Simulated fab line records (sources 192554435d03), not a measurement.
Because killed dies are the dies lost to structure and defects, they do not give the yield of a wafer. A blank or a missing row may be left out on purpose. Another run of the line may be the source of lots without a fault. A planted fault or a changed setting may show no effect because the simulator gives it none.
Split-lot study + flow n5 finfet + 7 lots, 39 wafers read, on a route of 1938 steps

## ABOUT THE SPLIT
At N5_BEOL_M0_SAQP_PECVD_96 (deposits a-Si from SiH4/He, target thk 45 nm, time 45.2 s), the setting time s was moved away from the recipe's 45.2 s on 15 of the 39 wafers read, by -56.0% to +17.9%. This setting was run at the recipe's value on the other wafers.

## FROM THE SPLIT TO THE READING: what the file shows between them, 4 steps
- N5_BEOL_M0_SAQP_PECVD_97: deposits SiNx from SiH4/NH3/N2, target thk 23 nm, time 19.9 s
- N5_BEOL_M0_SAQP_PECVD_04: deposits a-Si from SiH4/He, target thk 60 nm, time 60.2 s
- N5_BEOL_M0_SAQP_ETCH_101: etches SiNx in CH3F/O2, target depth 29.9 nm, time 42.7 s
- N5_BEOL_M0_SAQP_ETCH_102: etches SiO2 in CF4, target depth 4 nm, time 4.4 s

## THE READING
oes product au, in a.u., at N5_BEOL_M0_SAQP_MANDREL_ETCH_103 (etches a-Si in HBr/Cl2, stops on SiCN, target depth 45 nm, bt time 10 s, time 27 s). A value of 0.681 a.u. with a standard deviation of 0.012 a.u. is what fault-free wafers of this fab line usually give.

| wafer  | tool, chamber at the split | time s as run, s | against the recipe | oes product au, a.u. | against lot-mates on the recipe |
|--------|----------------------------|------------------|--------------------|----------------------|---------------------------------|
| L076.1 | pecvd-02, 0                | 45.2             | recipe             | 0.687                | -                               |
| L076.2 | pecvd-02, 2                | 52.23            | +15.6%             | 0.774                | +0.092                          |
| L076.3 | pecvd-02, 1                | 45.2             | recipe             | 0.677                | -                               |
| L076.4 | pecvd-02, 0                | 52.23            | +15.6%             | 0.754                | +0.072                          |
| L076.5 | pecvd-02, 2                | 52.23            | +15.6%             | 0.742                | +0.060                          |
| L076.6 | pecvd-02, 1                | 45.2             | recipe             | 0.683                | -                               |
| L084.1 | pecvd-01, 1,0,2            | 45.2             | recipe             | 0.675                | -                               |
| L084.3 | pecvd-01, 1,0,2            | 45.2             | recipe             | 0.706                | -                               |
| L084.6 | pecvd-01, 1,0,2            | 45.2             | recipe             | 0.673                | -                               |
| L089.1 | pecvd-02, 2                | 34.67            | -23.3%             | 0.601                | -0.067                          |
| L089.2 | pecvd-02, 1                | 45.2             | recipe             | 0.660                | -                               |
| L089.3 | pecvd-02, 0,2              | 45.2             | recipe             | 0.673                | -                               |
| L089.4 | pecvd-02, 1                | 34.67            | -23.3%             | 0.595                | -0.073                          |
| L089.5 | pecvd-02, 0,2              | 45.2             | recipe             | 0.672                | -                               |
| L089.6 | pecvd-02, 0                | 34.67            | -23.3%             | 0.575                | -0.093                          |
| L090.1 | pecvd-01, 0,2              | 45.2             | recipe             | 0.672                | -                               |
| L090.2 | pecvd-01, 1                | 31.04            | -31.3%             | 0.547                | -0.126                          |
| L090.3 | pecvd-01, 0,2              | 45.2             | recipe             | 0.667                | -                               |
| L090.4 | pecvd-01, 0                | 31.04            | -31.3%             | 0.556                | -0.117                          |
| L090.5 | pecvd-01, 2                | 45.2             | recipe             | 0.680                | -                               |
| L090.6 | pecvd-01, 1                | 31.04            | -31.3%             | 0.568                | -0.105                          |
| L088.1 | pecvd-01, 2                | 53.27            | +17.9%             | 0.744                | +0.054                          |
| L088.2 | pecvd-01, 1                | 53.27            | +17.9%             | 0.749                | +0.059                          |
| L088.3 | pecvd-01, 0                | 45.2             | recipe             | 0.677                | -                               |
| L088.4 | pecvd-01, 1                | 45.2             | recipe             | 0.699                | -                               |
| L088.5 | pecvd-01, 2                | 45.2             | recipe             | 0.694                | -                               |
| L088.6 | pecvd-01, 0                | 53.27            | +17.9%             | 0.755                | +0.065                          |
| L095.1 | pecvd-02, 1                | 45.2             | recipe             | 0.678                | -                               |
| L095.2 | pecvd-02, 2                | 45.2             | recipe             | 0.667                | -                               |
| L095.3 | pecvd-02, 0                | 45.2             | recipe             | 0.678                | -                               |
| L095.4 | pecvd-02, 2                | 45.2             | recipe             | 0.679                | -                               |
| L095.5 | pecvd-02, 1                | 45.2             | recipe             | 0.674                | -                               |
| L095.6 | pecvd-02, 0                | 45.2             | recipe             | 0.692                | -                               |
| L097.1 | pecvd-01, 0                | 19.9             | -56.0%             | 0.459                | -0.222                          |
| L097.2 | pecvd-01, 2,1              | 19.9             | -56.0%             | 0.451                | -0.230                          |
| L097.3 | pecvd-01, 2,1              | 19.9             | -56.0%             | 0.448                | -0.233                          |
| L097.4 | pecvd-01, 0                | 45.2             | recipe             | 0.679                | -                               |
| L097.5 | pecvd-01, 2                | 45.2             | recipe             | 0.683                | -                               |
| L097.6 | pecvd-01, 1                | 45.2             | recipe             | 0.682                | -                               |
When a row names more than one chamber, that row covers several wafers, and the file does not tell which wafer ran in which chamber.

THE FIT
A straight line over all 39 wafers: oes product au changes by +0.00406 a.u. for each +1% of time s; r = +0.99; the points scatter about the line by 0.011 a.u.
The same after taking each lot's own level away (the mean of its wafers on the recipe; 39 wafers): +0.00394 a.u. for each +1%; r = +0.99; scatter 0.011 a.u.
The reading moves by 0.22 a.u. for the largest change in time s, on that fit.
The lots' own levels span 0.6683 to 0.6900 a.u., that is 1.8 times the standard deviation above.
So the lot-to-lot level changes the slope little: the two slopes agree.
Check: -0.219 a.u. against its lot-mates is what the line predicts for one of the wafers moved furthest among these (-56.0%) when that wafer is left out of the fit. It came out at -0.222 a.u. against them.

## THE OTHER SPLITS THESE WAFERS WENT THROUGH
Other splits were also applied to these wafers ahead of the reading. Each is held against what the fit with the lots' levels taken away leaves over:
| other split on the same wafers                 | wafers away from the commonest value | r with oes product au (lot level and that fit taken away) |
|------------------------------------------------|--------------------------------------|-----------------------------------------------------------|
| N5_SPACER0_ALD_07 target thk a                 | 15                                   | -0.08                                                     |
| N5_SDB_CUT_ETCH_26 target depth a              | 15                                   | +0.09                                                     |
| N5_MOL_CONTACT_COAG_VIA_ETCH_46 target depth a | 15                                   | -0.03                                                     |

## THE WHOLE CHAIN: every reading that the file lists as answering this split, in the file's order
| step                             | what it does                                                                       | reading                                                                               | change (the file's fit)                   | r (the file's) |
|----------------------------------|------------------------------------------------------------------------------------|---------------------------------------------------------------------------------------|-------------------------------------------|----------------|
| N5_BEOL_M0_SAQP_PECVD_96         | deposits a-Si from SiH4/He, target thk 45 nm, time 45.2 s                          | a-Si_of_BEOL_M0_SAQP_PECVD_96.thk nm (the simulator's own value, which no gauge read) | +0.451 nm for each +1% of the setting     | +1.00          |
| N5_BEOL_M0_SAQP_MANDREL_ETCH_103 | etches a-Si in HBr/Cl2, stops on SiCN, target depth 45 nm, bt time 10 s, time 27 s | oes product au                                                                        | +0.00392 a.u. for each +1% of the setting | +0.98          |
| N5_BEOL_M0_SAQP_MANDREL_ETCH_103 | etches a-Si in HBr/Cl2, stops on SiCN, target depth 45 nm, bt time 10 s, time 27 s | etch.depth nm (the simulator's own value, which no gauge read)                        | +0.451 nm for each +1% of the setting     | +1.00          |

## FILE'S OWN FIT
oes product au changes by +0.00392 a.u. for each +1% of time s, r = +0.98.
